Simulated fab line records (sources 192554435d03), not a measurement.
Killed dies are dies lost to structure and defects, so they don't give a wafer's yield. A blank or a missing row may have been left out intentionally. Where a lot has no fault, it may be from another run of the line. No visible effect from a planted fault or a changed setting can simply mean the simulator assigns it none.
2 desks looking at one fault -- flow n5 finfet -- numbers are kept per desk, each desk with only its own; the story behind them comes last

== TOOL OWNER'S DESK, pecvd-01 ==
The tool's own readings at N5_BEOL_M0_SAQP_ILD_DEP_01 (deposits SiOC from DEMS/O2, target thk 45.419 nm, time 8.7 s): means of the sampled wafers that have a number, for each lot that ran on this tool. A lot is out of limits, marked OUT, if its mean lies more than 4 standard deviations from the usual mean; the brackets give that distance.
Columns: A = heater power w at N5_BEOL_M0_SAQP_ILD_DEP_01, usual 493 W; B = showerhead plenum p Torr at N5_BEOL_M0_SAQP_ILD_DEP_01, usual 5.692 Torr; C = showerhead vpp V at N5_BEOL_M0_SAQP_ILD_DEP_01, usual 1340 V; D = throttle valve pct at N5_BEOL_M0_SAQP_ILD_DEP_01, usual 11.6 %
lot,first seen here,A,B,C,D
L341,day 6 08:01,444,5.691,1347,11.7
L345,day 7 05:17,507,5.681,1365,11.9
L351,day 9 03:10,526,5.697,1389,11.8
L358,day 10 15:01,568,5.690,1384,11.8
L360,day 11 03:44,518,5.683,1372,11.9
This desk's verdict: no lot among the 5 shows anything out of limits.

== FROM THE METROLOGY DESK ==
Lot by lot, what the gauges showed, no matter which tool ran the lot: averages of those sampled wafers that carry a number. A lot is out of limits, marked OUT, if its mean lies more than 4 standard deviations from the usual mean; the brackets give that distance. 7 of its 11 readings are shown: the first one out of limits and those lying furthest out on some lot.
Columns: A = M0_RS at N5_BEOL_M0_RS_MEAS_126, usual 0.539 ohm/sq; B = DIBL_P at N5_BEOL_M4_RC_MEAS_101, usual 36.3 mV/V; C = IOFF_N at N5_BEOL_M4_RC_MEAS_101, usual 0.154 nA/um; D = IOFF_P at N5_BEOL_M4_RC_MEAS_101, usual 0.21 nA/um; E = ION_P at N5_BEOL_M4_RC_MEAS_101, usual 461 uA/um; F = VT_N at N5_BEOL_M4_RC_MEAS_101, usual 250.4 mV; G = VT_P at N5_BEOL_M4_RC_MEAS_101, usual -250 mV
lot,first seen here,A,B,C,D,E,F,G
L340,day 6 16:00,0.543,38.4,0.175,0.22,459,249.5,-252
L341,day 6 22:08,0.553,35.2,0.133,0.20,466,254.0,-250
L342,day 7 03:38,0.518,34.2,0.147,0.25,476,249.8,-242
L345,day 7 20:08,0.554,35.5,0.155,0.25,469,249.3,-246
L347,day 8 11:19,0.536,36.7,0.152,0.21,462,251.9,-250
L348,day 9 03:04,0.532,35.7,0.153,0.20,455,251.1,-252
L349,day 9 08:13,0.521,36.4,0.159,0.24,462,250.6,-248
L351,day 9 14:34,0.523,34.4,0.128,0.15,448,255.0,-257
L358,day 11 05:34,0.622 (+4.1) OUT,38.5,0.169,0.22,458,250.2,-251
L360,day 11 18:30,0.651 (+5.6) OUT,38.3,0.190,0.26,466,248.7,-246
This desk's finding: out of limits on L358, L360; first on L358, day 11 05:34 (M0_RS at N5_BEOL_M0_RS_MEAS_126). In limits: L340, L341, L342, L345, L347, L348, L349, L351.

== PUT TOGETHER ==
L358, L360 would have let the metrology desk raise an alarm at day 11 05:34.
The desk of the tool owner found nothing out of limits.
Tool owner's desk: L358, L360 on record, inside its limits.
Every lot named ran N5_BEOL_M0_SAQP_ILD_DEP_01 on pecvd-01.

== WHAT THE SIMULATOR HAD PUT IN ==
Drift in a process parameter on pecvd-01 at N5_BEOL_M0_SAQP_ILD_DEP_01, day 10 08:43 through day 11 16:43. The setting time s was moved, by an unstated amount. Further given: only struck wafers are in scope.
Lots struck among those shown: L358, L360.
Per desk, hours elapsed from the start of the fault to the first reading out of limits: for the metrology desk, 21.
